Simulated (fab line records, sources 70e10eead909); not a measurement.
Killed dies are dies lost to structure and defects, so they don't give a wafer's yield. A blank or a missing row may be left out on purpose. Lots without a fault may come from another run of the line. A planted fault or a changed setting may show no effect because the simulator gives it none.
A struck lot beside a sound one | flow nand_harc | 13 steps out of a route of 1159
Sound: wafers L137.3, L137.4, L137.5. Struck: wafers L145.1, L145.5, L145.6. The cause comes at the end.
At each step with rows: each side's tool, then ch and its chambers, then its first start. Under that, the readings that differ: sound wafers | struck wafers | difference of the means | sigmas: that difference in standard deviations of wafers without a fault.
alike: readings whose means differ by less than 2 such deviations, and words and numbers that are the same on both sides. not compared: withheld readings, readings that some wafer has no value for, bounds like >300 that may hide the same value, and numbers for which the record gives no deviation and whose values overlap.
The two part at a step that has a row with sigmas, a row that says differs or no value, or rows on one side only. Numbers that don't overlap but have no deviation are shown without sigmas and don't part them. A reading that every wafer of one side lacks parts them only if that side has two wafers or more.

first, 2 steps without rows for these wafers: NHARC_A_ZERO_WELL_PEB_08 (peb time 80 s); NHARC_A_ZERO_WELL_DEVELOP_09 (time 50 s).
NHARC_A_ZERO_WELL_CD_MEAS_10: target cd 2000 nm.
  sound on cd_sem-01 ch 0, day 8 12:35; struck on cd_sem-02 ch 0, day 9 22:40
  alike: cd_nm
then, 1 step without rows for these wafers: NHARC_A_ZERO_WELL_HARDBAKE_11 (time 65 s).
NHARC_A_ZERO_WELL_DESCUM_12: chemistry O2, time 3 s.
  sound on rie_diel-03 ch 1,2,3, day 8 12:44; struck on rie_diel-03 ch 0,1, day 9 22:50
  alike: drypump_motor_current_A, oes_product_au, rf_vpp_V, showerhead_plenum_p_Torr, throttle_valve_pct
  not compared: rf_hours_counter_h
NHARC_A_ZERO_WELL_ETCH_19: etches the open film in N2/H2, target depth 80 nm, overetch 24 nm, time 87.88 s.
  sound on rie_diel-03 ch 1,3, day 8 12:49; struck on rie_diel-03 ch 2,3, day 9 22:55
  alike: drypump_motor_current_A, oes_product_au, rf_vpp_V, showerhead_plenum_p_Torr, throttle_valve_pct
  not compared: rf_hours_counter_h
NHARC_A_ZERO_WELL_ETCH_13: etches the open film in HBr/Cl2, target depth 120 nm, time 40.1 s.
  sound on rie_si-04 ch 0,1, day 8 12:59; struck on rie_si-01 ch 0,1,3, day 9 23:03
  reading               | sound             | struck            | difference | sigmas
  oes_product_au (a.u.) | 0.988 0.981 1.002 | 1.005 1.016 1.025 | +0.025     | +2
  alike: drypump_motor_current_A, mfc_cl2_sccm, throttle_valve_pct
  not compared: rf_hours_counter_h
then, 4 steps without rows for these wafers: NHARC_A_ZERO_WELL_STRIP_14 (strips in SPM, time 900 s); NHARC_A_ZERO_WELL_IMPLANT_15; NHARC_A_ZERO_WELL_PRECLEAN_22 (cleans in SC1, time 60 s); NHARC_A_ZERO_WELL_SRD_23.
NHARC_A_ZERO_WELL_RTA_16: time 10 s.
  sound on rtp_anneal-01 ch 0, day 8 13:56; struck on rtp_anneal-01, day 9 23:56
  no value came back on the struck wafers for anneal_temp_c_max, lamp_power_pct (%), wafer_temp_C_max; on the sound wafers anneal_temp_c_max reads 1004.7 1003.0 1005.3
NHARC_A_ZERO_WELL_INSPECT_17:
  sound on defect_inspect-02, day 8 14:04; struck on defect_inspect-01, day 10 00:10
  alike: raw_defect_count

WHERE THEY PART
First at NHARC_A_ZERO_WELL_ETCH_13; last, within this record, at NHARC_A_ZERO_WELL_RTA_16. Later steps at which nothing parts them and some readings are alike: NHARC_A_ZERO_WELL_INSPECT_17.

WHY: what the simulator had put in
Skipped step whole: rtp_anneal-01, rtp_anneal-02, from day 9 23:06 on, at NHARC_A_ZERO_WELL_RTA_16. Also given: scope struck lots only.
